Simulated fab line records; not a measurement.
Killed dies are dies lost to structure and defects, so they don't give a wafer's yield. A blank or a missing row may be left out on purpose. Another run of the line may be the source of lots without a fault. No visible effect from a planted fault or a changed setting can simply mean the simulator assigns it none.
Chamber matching || flow nand_harc || 3 sister chambers for NHARC_A_STAIRCASE_DEP_259 on pecvd-01
The step deposits SiON, target thk 30 nm. 20 wafers are shown with their chamber, then 10 later ones without.

== WAFERS, EACH WITH ITS CHAMBER ==
{"wafer": "L076.1", "chamber": 2, "heater_power_w (W)": 820, "heater_power_outer_w (W)": 513, "rf_fwd_power_W (W)": 348.6}
{"wafer": "L076.2", "chamber": 1, "heater_power_w (W)": 545, "heater_power_outer_w (W)": 344, "rf_fwd_power_W (W)": 347.9}
{"wafer": "L076.4", "chamber": 1, "heater_power_w (W)": 562, "heater_power_outer_w (W)": 342, "rf_fwd_power_W (W)": 349.3}
{"wafer": "L079.1", "chamber": 2, "heater_power_w (W)": 864, "heater_power_outer_w (W)": 538, "rf_fwd_power_W (W)": 348.1}
{"wafer": "L079.2", "chamber": 1, "heater_power_w (W)": 568, "heater_power_outer_w (W)": 357, "rf_fwd_power_W (W)": 349.2}
{"wafer": "L079.4", "chamber": 2, "heater_power_w (W)": 846, "heater_power_outer_w (W)": 526, "rf_fwd_power_W (W)": 348.2}
{"wafer": "L082.1", "chamber": 1, "heater_power_w (W)": 479, "heater_power_outer_w (W)": 288, "rf_fwd_power_W (W)": 348.5}
{"wafer": "L082.2", "chamber": 0, "heater_power_w (W)": 816, "heater_power_outer_w (W)": 454, "rf_fwd_power_W (W)": 349.8}
{"wafer": "L082.3", "chamber": 2, "heater_power_w (W)": 844, "heater_power_outer_w (W)": 534, "rf_fwd_power_W (W)": 349.2}
{"wafer": "L088.1", "chamber": 2, "heater_power_w (W)": 807, "heater_power_outer_w (W)": 520, "rf_fwd_power_W (W)": 349.8}
{"wafer": "L088.5", "chamber": 0, "heater_power_w (W)": 847, "heater_power_outer_w (W)": 463, "rf_fwd_power_W (W)": 350.4}
{"wafer": "L088.6", "chamber": 2, "heater_power_w (W)": 848, "heater_power_outer_w (W)": 512, "rf_fwd_power_W (W)": 349.4}
{"wafer": "L086.2", "chamber": 1, "heater_power_w (W)": 585, "heater_power_outer_w (W)": 356, "rf_fwd_power_W (W)": 349.5}
{"wafer": "L086.3", "chamber": 2, "heater_power_w (W)": 843, "heater_power_outer_w (W)": 529, "rf_fwd_power_W (W)": 349.4}
{"wafer": "L086.5", "chamber": 1, "heater_power_w (W)": 594, "heater_power_outer_w (W)": 361, "rf_fwd_power_W (W)": 349.2}
{"wafer": "L090.3", "chamber": 2, "heater_power_w (W)": 778, "heater_power_outer_w (W)": 480, "rf_fwd_power_W (W)": 348.8}
{"wafer": "L090.4", "chamber": 0, "heater_power_w (W)": 831, "heater_power_outer_w (W)": 465, "rf_fwd_power_W (W)": 347.5}
{"wafer": "L090.5", "chamber": 1, "heater_power_w (W)": 547, "heater_power_outer_w (W)": 347, "rf_fwd_power_W (W)": 350.1}
{"wafer": "L089.2", "chamber": 0, "heater_power_w (W)": 751, "heater_power_outer_w (W)": 392, "rf_fwd_power_W (W)": 350.2}
{"wafer": "L089.3", "chamber": 1, "heater_power_w (W)": 565, "heater_power_outer_w (W)": 341, "rf_fwd_power_W (W)": 348.4}

SIGNATURES (averages over the wafers above)
{"reading": "heater_power_w", "chamber 0": 811.25, "chamber 1": 555.62, "chamber 2": 831.25, "scatter within a chamber": 33.8}
{"reading": "heater_power_outer_w", "chamber 0": 443.50, "chamber 1": 342.00, "chamber 2": 519.00, "scatter within a chamber": 23.9}
{"reading": "rf_fwd_power_W", "chamber 0": 349.475, "chamber 1": 349.012, "chamber 2": 348.938, "scatter within a chamber": 0.821}
Rule: distance of a wafer from a chamber = root of the sum over the readings of ((wafer's reading minus chamber's mean) / reading's scatter) squared. The wafer belongs to the nearest chamber; if the next one is less than 2 further off, it can't be placed. The scatter is the square root of a quotient: the sum, over the shown wafers, of each reading's squared deviation from its chamber's mean, divided by wafers minus chambers.

== WAFERS WITHOUT THEIR CHAMBER ==
{"wafer": "L089.5", "heater_power_w (W)": 549, "heater_power_outer_w (W)": 342, "rf_fwd_power_W (W)": 349.2}
{"wafer": "L092.1", "heater_power_w (W)": 774, "heater_power_outer_w (W)": 477, "rf_fwd_power_W (W)": 348.7}
{"wafer": "L092.5", "heater_power_w (W)": 819, "heater_power_outer_w (W)": 433, "rf_fwd_power_W (W)": 348.6}
{"wafer": "L092.6", "heater_power_w (W)": 475, "heater_power_outer_w (W)": 281, "rf_fwd_power_W (W)": 347.5}
{"wafer": "L096.1", "heater_power_w (W)": 754, "heater_power_outer_w (W)": 446, "rf_fwd_power_W (W)": 348.8}
{"wafer": "L096.2", "heater_power_w (W)": 758, "heater_power_outer_w (W)": 405, "rf_fwd_power_W (W)": 350.1}
{"wafer": "L096.3", "heater_power_w (W)": 565, "heater_power_outer_w (W)": 353, "rf_fwd_power_W (W)": 349.9}
{"wafer": "L097.2", "heater_power_w (W)": 758, "heater_power_outer_w (W)": 407, "rf_fwd_power_W (W)": 349.5}
{"wafer": "L097.3", "heater_power_w (W)": 601, "heater_power_outer_w (W)": 361, "rf_fwd_power_W (W)": 348.7}
{"wafer": "L097.6", "heater_power_w (W)": 849, "heater_power_outer_w (W)": 533, "rf_fwd_power_W (W)": 347.0}

== WHICH CHAMBER EACH WENT THROUGH ==
{"wafer": "L089.5", "from the rows above": 1, "in truth": 1}
{"wafer": "L092.1", "from the rows above": "can't be placed: 0 or 2", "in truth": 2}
{"wafer": "L092.5", "from the rows above": 0, "in truth": 0}
{"wafer": "L092.6", "from the rows above": 1, "in truth": 1}
{"wafer": "L096.1", "from the rows above": "can't be placed: 0 or 2", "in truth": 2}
{"wafer": "L096.2", "from the rows above": 0, "in truth": 0}
{"wafer": "L096.3", "from the rows above": 1, "in truth": 1}
{"wafer": "L097.2", "from the rows above": 0, "in truth": 0}
{"wafer": "L097.3", "from the rows above": 1, "in truth": 1}
{"wafer": "L097.6", "from the rows above": 2, "in truth": 2}
8 of 10 placed correctly. From these rows, 2 cannot be placed; in 2 the true chamber is one of the candidates. Wrongly placed: 0.
